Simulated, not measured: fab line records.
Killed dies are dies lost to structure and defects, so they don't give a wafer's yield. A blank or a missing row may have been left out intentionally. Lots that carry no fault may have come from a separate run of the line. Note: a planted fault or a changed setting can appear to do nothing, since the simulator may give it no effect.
Chamber matching	flow n5-finfet	rie-diel-05 running N5_BEOL_M10_DESCUM_16: 4 sister chambers
The step chemistry O2, time 7.9 s. 8 wafers are shown with their chamber, then 9 later ones without.

== WAFERS WITH THEIR CHAMBER ==
wafer	chamber	throttle-valve-pct (%)	drypump-motor-current-A (A)
L079.2	3	20.27	5.92
L080.1	3	20.28	5.89
L080.2	0	20.29	5.56
L083.3	2	20.53	6.12
L083.5	0	20.30	5.62
L085.2	2	20.52	6.14
L085.3	1	19.87	5.81
L085.6	1	19.85	5.82

== WAFERS MISSING THEIR CHAMBER ==
wafer	throttle-valve-pct (%)	drypump-motor-current-A (A)
L086.2	20.55	6.13
L086.3	20.29	5.93
L086.4	19.86	5.81
L097.1	20.35	5.58
L097.5	20.59	6.13
L097.6	20.34	5.90
L095.1	20.36	5.58
L095.4	20.60	6.14
L095.5	20.59	6.19

== WHICH CHAMBER EACH ONE RAN IN ==
wafer	from the rows above	in truth
L086.2	2	2
L086.3	3	3
L086.4	1	1
L097.1	0	0
L097.5	2	2
L097.6	3	3
L095.1	0	0
L095.4	2	2
L095.5	2	2
Correctly placed: 9 of 9. Not placeable from these rows: 0. Number placed wrongly: 0.
How it was worked out, from the rows above alone: a wafer's distance from a chamber is the root of the sum, over the readings, of the square of ((its reading less the chamber's mean) divided by the reading's scatter). If the next closest chamber is less than 2 further off than the closest, the wafer can't be placed; otherwise it belongs to the closest. For every chamber, the mean is computed from those of its wafers that are shown. The scatter: take each reading less its chamber's mean, square it, sum over the shown wafers, divide by the number of wafers less the number of chambers, and take the root.
